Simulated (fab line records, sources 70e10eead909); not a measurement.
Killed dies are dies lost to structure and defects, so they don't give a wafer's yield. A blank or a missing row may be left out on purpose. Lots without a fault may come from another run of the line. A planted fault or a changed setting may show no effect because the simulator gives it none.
fab line records | flow nand_harc | part 1 of 2: steps 1 to 26 of 37
record lots=5 wafers=15 last_day=32
route steps=1302 shown A_STAIRCASE@834
lots that met no fault: from a run of the same line without faults
start_h: hours from the record's first day to the start of the lot's first wafer shown | wait_h: hours since the lot's step before | " the same as in the row above | L1.1+2: a row that stands for several wafers | - no value, or no start given | * or withheld: withheld | < > ~ a bound
route shown NAME@n: a module of which the file shows steps, and the number in the route of the first | usual: mean/standard deviation of fault-free wafers | same: alike in all rows | chamber/n: place in a boat | sites: the reading at each site | _std_site: their standard deviation | _edge_site: outer sites' mean less inner sites' | radius_mm: how far each site lies from the wafer's centre | mask NAME#n: copy n | behind: the tool/chamber that last shaped the wafer | hold: why the lot was held/for how many hours/how that ended | device: the transistor (n, p or np) that didn't switch | end of line: the same wafers' tests at the end of the route | a step without rows: its recipe alone | killed: dies lost to structure and defects at the first sort, not the wafer's yield | map: a wafer's dies, x killed, . not, _ none there
set.NAME: the setting as run; set.NAME@STEP: as run at that earlier step | model.NAME: the simulator's own value behind a step, which no gauge read
lots at some steps of the route; a table a step, a row a wafer
services: from which hour (start_h, from the record's first day; less than 0 if before it) a tool's chamber was out of use, for how many hours, and why
## steps
# step NHARC_A_STAIRCASE_ETCH_453
# recipe target_depth_a=300 overetch_a=30 time_s=16.5 ion_energy_ev=100 cf4_flow_sccm=80 o2_flow_sccm=20 ar_flow_sccm=0 rf_w=300 bias_w=100 chemistry=CF4/O2
# usual drypump_motor_current_A=5.62/0.29 oes_product_au=1.002/0.0073 rf_fwd_power_W=294.8/1.9 rf_vpp_V=197.8/1.5 showerhead_plenum_p_Torr=1.33/0.062 throttle_valve_pct=13.397/0.0086
# columns lot.wafer tool chamber start_h wait_h drypump_motor_current_A oes_product_au rf_fwd_power_W rf_hours_counter_h rf_vpp_V showerhead_plenum_p_Torr throttle_valve_pct
L079.4 rie_diel-11 0 - - 5.33 0.999 293.0 47 195.8 1.25 13.394
L079.2 " 2 " " 5.79 1.004 296.3 56 195.2 1.23 13.410
L079.6 " 1 " " 5.76 1.012 296.0 - 196.9 1.29 13.385
L082.4 rie_diel-02 0 - - 5.63 1.003 295.6 19 197.8 1.25 13.401
L082.3 " 2 " " 6.02 0.998 297.4 25 196.4 1.29 13.390
L082.6 " 0 " " 5.65 1.006 295.5 - 195.2 1.25 13.401
L093.4 rie_diel-04 2 - - 5.94 0.994 293.2 10 199.5 1.35 13.405
L093.2 " 0 " " 5.60 1.001 294.5 10 197.9 1.37 13.393
L093.6 " 2 " " 5.94 1.001 296.1 - 199.4 1.35 13.385
L092.1 rie_diel-04 1 - - 5.72 0.999 294.3 11 197.9 1.36 13.388
L092.2 " 2 " " 5.94 1.011 295.3 10 199.0 1.35 13.397
L092.5 " 2 " " 5.93 1.001 295.3 - 198.9 1.35 13.388
L094.3 rie_diel-11 3 - - 5.73 1.011 296.6 53 198.9 1.37 13.394
L094.1 " 2 " " 5.81 1.013 295.9 47 199.9 1.44 13.403
L094.4 " 3 " " 5.72 1.001 297.2 - 196.6 1.37 13.411
# step NHARC_A_STAIRCASE_ETCH_315
# recipe target_depth_a=25000 time_s=607.1 ion_energy_ev=800 c4f8_flow_sccm=80 o2_flow_sccm=60 ar_flow_sccm=withheld rf_w=600 bias_w=3000 chemistry=C4F8/O2/Ar
# usual oes_product_au=0.932/0.0089 rf_fwd_power_W=599.5/1.7 rf_vpp_V=1826/12
# columns lot.wafer tool chamber start_h wait_h oes_product_au rf_fwd_power_W rf_hours_counter_h rf_vpp_V
L079.4 rie_diel-11 2 - - 0.926 599.9 56 1808
L079.2 " 0 " " 0.938 599.6 47 1809
L079.6 " 2 " " 0.924 599.0 - 1807
L082.4 rie_diel-02 1 - - 0.928 600.2 24 1843
L082.3 " 2 " " 0.930 600.0 25 1817
L082.6 " 0 " " 0.933 598.2 - 1809
L093.2 rie_diel-04 1 - - 0.930 600.7 11 1830
L093.4 " 2 " " 0.931 596.9 10 1830
L093.6 " 0 " " 0.939 602.3 - 1833
L092.1 rie_diel-04 3 - - 0.950 598.5 9 1819
L092.2 " 0 " " 0.938 601.2 10 1832
L092.5 " 3 " " 0.950 599.5 - 1821
L094.3 rie_diel-11 0 - - 0.928 603.2 63 1806
L094.1 " 2 " " 0.932 599.2 47 1846
L094.4 " 0 " " 0.935 600.4 - 1808
# step NHARC_A_STAIRCASE_STRIP_316
# recipe o2_flow_sccm=500 ar_flow_sccm=0 bias_w=0 chemistry=O2
# usual drypump_motor_current_A=5.63/0.29 oes_product_au=1.002/0.0071 rf_vpp_V=57.7/0.95 showerhead_plenum_p_Torr=3.52/0.16 throttle_valve_pct=17.037/0.0089
# columns lot.wafer tool chamber start_h wait_h drypump_motor_current_A oes_product_au rf_hours_counter_h rf_vpp_V showerhead_plenum_p_Torr throttle_valve_pct
L079.2 rie_diel-11 3 - - 5.72 0.994 57 57.3 3.65 17.038
L079.4 " 0 " " 5.35 1.002 47 59.4 3.31 17.039
L079.6 " 2 " " 5.80 0.993 - 57.4 3.27 17.031
L082.3 rie_diel-02 2 - - 6.01 0.988 25 55.2 3.41 17.040
L082.4 " 3 " " 5.24 0.987 19 58.7 3.59 17.028
L082.6 " 1 " " 5.80 0.996 - 58.3 3.74 17.028
L093.4 rie_diel-04 3 - - 4.98 1.012 9 58.7 3.44 17.018
L093.2 " 2 " " 5.98 1.006 10 59.2 3.57 17.045
L093.6 " 3 " " 4.98 1.000 - 58.3 3.44 17.028
L092.2 rie_diel-04 1 - - 5.73 1.008 11 56.6 3.59 17.043
L092.1 " 2 " " 5.96 1.001 10 56.6 3.57 17.051
L092.5 " 3 " " 4.99 0.999 - 56.8 3.44 17.047
L094.1 rie_diel-11 0 - - 5.31 0.986 63 57.8 3.27 17.039
L094.3 " 3 " " 5.72 1.013 54 59.1 3.62 17.044
L094.4 " 0 " " 5.33 1.000 - 56.3 3.27 17.041
# step NHARC_A_STAIRCASE_STRIP_317
# recipe time_s=900 temp_c=130 chemistry=SPM
# columns lot.wafer tool chamber start_h wait_h
L079.2+6+4 wet_bench-06 1,4,5 429.00 -
L082.6+3+4 wet_bench-07 1,3,4 462.40 -
L093.4+2+6 wet_bench-09 7,2,3 573.25 -
L092.1+5+2 wet_bench-07 1,2,3 574.23 -
L094.1+4+3 wet_bench-09 0,2,4 602.17 -
# step NHARC_A_STAIRCASE_PRECLEAN_318
# recipe time_s=* temp_c=50 bath_age_min=0 chemistry=SC1
# usual sc1_h2o2_end_mol_l=0.3698/0.0007
# columns lot.wafer tool chamber start_h wait_h sc1_h2o2_end_mol_l
L079.2 wet_bench-06 1 - - 0.3691
L079.6 " 4 " " 0.3720
L079.4 " 5 " " 0.3708
L082.6 wet_bench-07 1 - - 0.3704
L082.3 " 3 " " 0.3698
L082.4 " 4 " " 0.3704
L093.4 wet_bench-09 7 - - 0.3690
L093.2 " 2 " " 0.3693
L093.6 " 3 " " 0.3696
L092.1 wet_bench-07 1 - - 0.3694
L092.5 " 2 " " 0.3689
L092.2 " 3 " " 0.3702
L094.1 wet_bench-09 0 - - 0.3703
L094.4 " 2 " " 0.3683
L094.3 " 4 " " 0.3707
# step NHARC_A_STAIRCASE_SRD_329
# columns lot.wafer tool chamber start_h wait_h
L079.2+6+4 wet_bench-06 1,4,5 - -
L082.6+3+4 wet_bench-07 1,3,4 - -
L093.4+2+6 wet_bench-09 7,2,3 - -
L092.1+5+2 wet_bench-07 1,2,3 - -
L094.1+4+3 wet_bench-09 0,2,4 - -
# step NHARC_A_STAIRCASE_ALD_415
# recipe target_thk_a=300 pulse_time_s=6 ald_cycles=300 temp_c=300 material=SiO2
# usual heater_power_w=475/53 precursor_pulse_height_rel=0.998/0.021
# columns lot.wafer tool chamber start_h wait_h heater_power_w precursor_pulse_height_rel
L079.2 ald_hk-01 2 429.76 0.3 441 0.967
L079.4 " 3 " " 428 0.962
L079.6 " 1 " " 416 0.970
L082.3 ald_hk-01 2 462.93 0.1 443 0.970
L082.4 " 1 " " 417 1.005
L082.6 " 3 " " 430 0.949
L093.4 ald_hk-02 0 574.68 1.0 478 0.979
L093.2 " 1 " " 572 1.016
L093.6 " 2 " " 456 1.024
L092.2 ald_hk-01 2 574.98 0.3 472 0.993
L092.1 " 0 " " 501 1.015
L092.5 " 2 " " 451 1.009
L094.3 ald_hk-02 0 602.70 0.1 483 0.990
L094.4 " 2 " " 444 1.001
L094.1 " 3 " " 460 1.027
# step NHARC_A_STAIRCASE_ETCHBACK_416
# recipe target_depth_a=360 time_s=7.2 c4f8_flow_sccm=withheld o2_flow_sccm=8 ar_flow_sccm=withheld rf_w=600 bias_w=800 chemistry=C4F8/O2/Ar
# usual oes_product_au=0.941/0.029 rf_fwd_power_W=587/3.1 rf_vpp_V=723/4.7
# columns lot.wafer tool chamber start_h wait_h oes_product_au rf_fwd_power_W rf_hours_counter_h rf_vpp_V
L079.4 rie_diel-11 3 - - 0.935 590 57 727
L079.2 " 0 " " 0.935 583 47 716
L079.6 " 0 " " 0.939 585 - 717
L082.3 rie_diel-02 3 - - 0.924 589 20 725
L082.4 " 0 " " 0.932 585 20 716
L082.6 " 0 " " 0.922 588 - 717
L092.1 rie_diel-04 3 - - 0.926 584 10 720
L092.2 " 0 " " 0.934 585 11 725
L092.5 " 2 " " 0.931 588 - 724
L093.2 rie_diel-11 2 577.23 1.6 0.931 591 39 731
L093.4 " 0 " " 0.937 580 53 715
L093.6 " 1 " " 0.927 584 - 719
L094.3 rie_diel-02 0 - - 0.932 586 9 714
L094.4 " 1 " " 0.919 587 9 727
L094.1 " 2 " " 1.006 591 5 719
# step NHARC_A_STAIRCASE_STRIP_476
# recipe time_s=20 o2_flow_sccm=500 ar_flow_sccm=0 bias_w=0 chemistry=O2
# usual drypump_motor_current_A=5.64/0.29 oes_product_au=1.002/0.0077 rf_vpp_V=57.7/0.88 showerhead_plenum_p_Torr=3.53/0.16 throttle_valve_pct=17.036/0.008
# columns lot.wafer tool chamber start_h wait_h drypump_motor_current_A oes_product_au rf_hours_counter_h rf_vpp_V showerhead_plenum_p_Torr throttle_valve_pct
L079.2 rie_diel-11 1 431.73 0.1 5.74 1.013 49 58.1 3.41 17.041
L079.4 " 3 " " 5.71 1.012 57 58.7 3.65 17.038
L079.6 " 1 " " 5.75 1.013 - 57.6 3.41 17.041
L082.4 rie_diel-02 2 465.07 0.1 6.02 0.995 26 55.7 3.41 17.037
L082.3 " 0 " " 5.63 0.993 20 57.4 3.30 17.038
L082.6 " 2 " " 6.01 1.002 - 57.4 3.41 17.031
L092.1 rie_diel-04 1 577.00 0.1 5.69 1.000 12 58.5 3.59 17.033
L092.2 " 2 " " 5.98 1.009 11 57.7 3.57 17.034
L092.5 " 3 " " 5.00 1.019 - 57.2 3.44 17.032
L093.4 rie_diel-11 3 577.31 0.1 5.72 0.998 46 59.2 3.63 17.036
L093.2 " 1 " " 5.76 1.005 46 57.8 3.38 17.046
L093.6 " 2 " " 5.80 1.008 - 58.8 3.79 17.039
L094.1 rie_diel-02 0 604.87 0.1 5.65 0.998 9 58.2 3.28 17.036
L094.4 " 1 " " 5.76 0.998 9 58.3 3.71 17.043
L094.3 " 2 " " 6.03 1.002 5 56.3 3.39 17.039
# step NHARC_A_STAIRCASE_DEP_417
# recipe target_thk_a=600 step_coverage_pct=20 temp_c=400 target_thk_nm=60 flow_sccm=200 rf_w=450 material=Si3N4
# usual heater_power_w=710/81 rf_fwd_power_W=449.2/1.4
# columns lot.wafer tool chamber start_h wait_h heater_power_w rf_fwd_power_W
L079.2 pecvd-02 0 431.82 - 630 449.6
L079.4 " 1 " " 717 449.4
L079.6 " 2 " " 824 448.2
L082.3 pecvd-02 0 465.17 - 569 449.4
L082.4 " 0 " " 549 449.4
L082.6 " 2 " " 789 452.2
L092.2 pecvd-04 0 577.10 - 709 450.7
L092.1 " 2 " " 580 448.3
L092.5 " 1 " " 725 447.5
L093.2 pecvd-02 0 577.45 - 598 448.9
L093.6 " 2 " " 768 448.0
L093.4 " 1 " " 689 449.9
L094.1 pecvd-02 2 605.01 - 699 449.3
L094.3 " 0 " " 663 446.9
L094.4 " 2 " " 707 450.1
# step NHARC_A_STAIRCASE_WET_418
# recipe temp_c=160 target_depth_a=200 chemistry=H3PO4
# columns lot.wafer tool chamber start_h wait_h
L079.2+4+6 wet_h3po4-02 1 433.82 -
L082.3+4+6 wet_h3po4-02 0 467.16 -
L092.1+2+5 wet_h3po4-02 0 579.10 -
L093.2+4+6 wet_h3po4-02 0 579.10 -
L094.1+3+4 wet_h3po4-02 1 606.97 -
# step NHARC_A_STAIRCASE_PRECLEAN_419
# recipe time_s=* temp_c=50 bath_age_min=0 chemistry=SC1
# usual sc1_h2o2_end_mol_l=0.3698/0.00069
# columns lot.wafer tool chamber start_h wait_h sc1_h2o2_end_mol_l
L079.4 wet_bench-06 4 434.40 0.0 0.3703
L079.6 " 5 " " 0.3697
L079.2 " 7 " " 0.3696
L082.4 wet_bench-06 2 467.74 0.0 0.3698
L082.3 " 3 " " 0.3699
L082.6 " 7 " " 0.3717
L093.6 wet_bench-06 4 579.68 0.0 0.3698
L093.4 " 7 " " 0.3696
L093.2 " 1 " " 0.3703
L092.2 wet_bench-09 3 579.69 0.0 0.3694
L092.1 " 4 " " 0.3701
L092.5 " 5 " " 0.3699
L094.1 wet_bench-09 4 607.55 0.0 0.3704
L094.4 " 6 " " 0.3696
L094.3 " 7 " " 0.3705
# step NHARC_A_STAIRCASE_SRD_421
# columns lot.wafer tool chamber start_h wait_h
L079.4+6+2 wet_bench-06 4,5,7 - -
L082.4+3+6 wet_bench-06 2,3,7 - -
L093.6+4+2 wet_bench-06 4,7,1 - -
L092.2+1+5 wet_bench-09 3,4,5 - -
L094.1+4+3 wet_bench-09 4,6,7 - -
# step NHARC_A_STAIRCASE_ALD_420
# recipe target_thk_a=200 pulse_time_s=6 ald_cycles=200 temp_c=300 material=SiO2
# usual heater_power_w=473/54 precursor_pulse_height_rel=1.001/0.02
# columns lot.wafer tool chamber start_h wait_h heater_power_w precursor_pulse_height_rel
L079.4 ald_hk-01 2 434.71 - 442 1.012
L079.2 " 0 " " 543 1.007
L079.6 " 1 " " 408 0.995
L082.4 ald_hk-03 0 468.20 - 546 1.020
L082.3 " 1 " " 402 0.995
L082.6 " 2 " " 455 0.995
L092.2 ald_hk-02 3 579.82 - 479 0.985
L092.1 " 0 " " 477 1.008
L092.5 " 0 " " 486 1.003
L093.2 ald_hk-01 3 579.99 - 430 1.032
L093.4 " 1 " " 401 1.004
L093.6 " 3 " " 431 0.990
L094.4 ald_hk-03 0 607.68 - 538 0.974
L094.1 " 2 " " 466 1.012
L094.3 " 3 " " 513 0.983
# step NHARC_A_STAIRCASE_CVD_552
# recipe target_thk_a=400 temp_c=700 pressure_mtorr=300 material=SiNx
# columns lot.wafer tool chamber start_h wait_h
L079.2+4+6 lpcvd-01 1 - -
L082.3+4+6 lpcvd-01 1 - -
L092.1+2+5 lpcvd-02 0 - -
L093.2+4+6 lpcvd-02 0 - -
L094.1+3+4 lpcvd-02 0 - -
# step NHARC_A_STAIRCASE_DEP_151
# recipe target_thk_a=72000 temp_c=400 target_thk_nm=7200 teos_flow_sccm=200 rf_w=500 material=SiO2
# usual heater_power_w=654/84 rf_fwd_power_W=499.5/1.6
# columns lot.wafer tool chamber start_h wait_h heater_power_w rf_fwd_power_W
L079.2 pecvd-01 1 440.68 0.6 849 503.0
L079.6 " 0 " " 624 498.5
L079.4 " 1 " " 692 502.6
L082.3 pecvd-01 2 476.17 0.6 738 500.4
L082.4 " 1 " " 661 498.7
L082.6 " 2 " " 602 499.3
L092.1 pecvd-01 1 588.11 0.5 661 497.9
L092.2 " 2 " " 650 499.6
L092.5 " 2 " " 633 501.0
L093.2 pecvd-02 0 588.20 0.6 554 500.3
L093.4 " 2 " " 675 502.2
L093.6 " 0 " " 495 499.5
L094.1 pecvd-02 1 615.95 0.5 686 499.4
L094.3 " 2 " " 716 498.9
L094.4 " 1 " " 591 498.5
# step NHARC_A_STAIRCASE_ANNEAL_320
# recipe temp_c=750 time_s=1800
# columns lot.wafer tool chamber start_h wait_h
L079.2+4+6 furnace-02 0 447.47 -
L082.3+4+6 furnace-06 0 482.41 -
L092.1+2+5 furnace-02 0 595.54 -
L093.2+4+6 furnace-02 0 595.54 -
L094.1+3+4 furnace-05 0 619.81 -
# step NHARC_A_STAIRCASE_DEP_322
# recipe target_thk_a=72000 temp_c=400 target_thk_nm=7200 teos_flow_sccm=200 rf_w=500 material=SiO2
# usual heater_power_w=657/83 rf_fwd_power_W=499.5/1.6
# columns lot.wafer tool chamber start_h wait_h heater_power_w rf_fwd_power_W
L079.2 pecvd-04 1 451.09 0.3 762 501.0
L079.4 " 2 " " 575 502.6
L079.6 " 0 " " 641 502.7
L082.3 pecvd-02 0 485.79 0.1 586 499.8
L082.4 " 0 " " 479 503.1
L082.6 " 1 " " 589 501.1
L093.2 pecvd-04 1 599.00 0.1 787 497.4
L093.4 " 2 " " 561 499.8
L093.6 " 0 " " 558 498.9
L092.1 pecvd-01 2 599.10 0.2 796 498.8
L092.2 " 0 " " 609 500.4
L092.5 " 1 " " 651 501.4
L094.3 pecvd-02 1 623.22 0.1 627 500.7
L094.1 " 2 " " 691 500.4
L094.4 " 2 " " 678 498.1
# step NHARC_A_STAIRCASE_ANNEAL_323
# recipe temp_c=750 time_s=1800
# columns lot.wafer tool chamber start_h wait_h
L079.2+4+6 furnace-06 0 454.65 -
L082.3+4+6 furnace-02 0 493.06 -
L092.1+2+5 furnace-06 0 605.77 -
L093.2+4+6 furnace-06 0 605.77 -
L094.1+3+4 furnace-02 0 627.67 -
# step NHARC_A_STAIRCASE_DEP_325
# recipe target_thk_a=72000 temp_c=400 target_thk_nm=7200 teos_flow_sccm=200 rf_w=500 material=SiO2
# usual heater_power_w=650/82 rf_fwd_power_W=499.6/1.5
# columns lot.wafer tool chamber start_h wait_h heater_power_w rf_fwd_power_W
L079.2 pecvd-01 2 458.21 0.2 732 498.9
L079.6 " 1 " " 691 500.4
L079.4 " 0 " " 610 501.6
L082.3 pecvd-04 1 496.66 0.3 834 499.8
L082.6 " 2 " " 573 495.6
L082.4 " 1 " " 708 501.1
L092.1 pecvd-02 0 609.12 0.1 570 500.1
L092.2 " 1 " " 727 500.3
L092.5 " 1 " " 597 499.1
L093.2 pecvd-01 2 609.21 0.2 781 500.5
L093.4 " 1 " " 647 495.8
L093.6 " 0 " " 588 500.0
L094.3 pecvd-04 0 631.07 0.1 672 501.3
L094.1 " 1 " " 849 498.3
L094.4 " 1 " " 697 501.6
# step NHARC_A_STAIRCASE_ANNEAL_326
# recipe temp_c=750 time_s=1800
# columns lot.wafer tool chamber start_h wait_h
L079.2+4+6 furnace-02 0 462.52 -
L082.3+4+6 furnace-06 0 508.52 -
L092.1+2+5 furnace-05 0 613.74 -
L093.2+4+6 furnace-05 0 613.74 -
L094.1+3+4 furnace-06 0 635.47 -
# step NHARC_A_STAIRCASE_DEHYDRATE_433
# recipe temp_c=150 time_s=120
# usual plate_temp_C=150.02/0.13
# columns lot.wafer tool chamber start_h wait_h plate_temp_C
L079.2 litho_track-02 0 465.92 0.1 149.90
L079.4 " 0 " " 149.93
L079.6 " 0 " " 149.75
L082.3 litho_track-03 0 511.90 0.1 150.21
L082.4 " 0 " " 150.00
L082.6 " 0 " " 149.92
L093.2 litho_track-02 0 617.11 0.1 149.86
L093.4 " 0 " " 150.06
L093.6 " 0 " " 150.01
L092.1 litho_track-07 0 617.12 0.1 149.97
L092.2 " 0 " " 150.07
L092.5 " 0 " " 150.21
L094.1 litho_track-02 0 638.85 0.1 150.17
L094.3 " 0 " " 150.02
L094.4 " 0 " " 149.98
# step NHARC_A_STAIRCASE_HMDS_434
# recipe time_s=30
# columns lot.wafer tool chamber start_h wait_h
L079.2+4+6 litho_track-02 0 - -
L082.3+4+6 litho_track-03 0 - -
L093.2+4+6 litho_track-02 0 - -
L092.1+2+5 litho_track-07 0 - -
L094.1+3+4 litho_track-02 0 - -
# step NHARC_A_STAIRCASE_COAT_435
# recipe spin_rpm=1200
# columns lot.wafer tool chamber start_h wait_h
L079.2+4+6 litho_track-02 0 - -
L082.3+4+6 litho_track-03 0 - -
L093.2+4+6 litho_track-02 0 - -
L092.1+2+5 litho_track-07 0 - -
L094.1+3+4 litho_track-02 0 - -
# step NHARC_A_STAIRCASE_SOFTBAKE_436
# recipe temp_c=135 time_s=170
# usual plate_temp_C=135.03/0.15
# columns lot.wafer tool chamber start_h wait_h plate_temp_C
L079.2 litho_track-02 0 - - 135.06
L079.4 " 0 " " 135.10
L079.6 " 0 " " 134.99
L082.3 litho_track-03 0 - - 135.07
L082.4 " 0 " " 134.78
L082.6 " 0 " " 135.04
L093.2 litho_track-02 0 - - 135.13
L093.4 " 0 " " 134.96
L093.6 " 0 " " 135.22
L092.1 litho_track-07 0 - - 135.44
L092.2 " 0 " " 135.19
L092.5 " 0 " " 134.92
L094.1 litho_track-02 0 - - 134.96
L094.3 " 0 " " 135.20
L094.4 " 0 " " 134.95
# step NHARC_A_STAIRCASE_EBR_437
# columns lot.wafer tool chamber start_h wait_h
L079.2+4+6 litho_track-02 0 - -
L082.3+4+6 litho_track-03 0 - -
L093.2+4+6 litho_track-02 0 - -
L092.1+2+5 litho_track-07 0 - -
L094.1+3+4 litho_track-02 0 - -
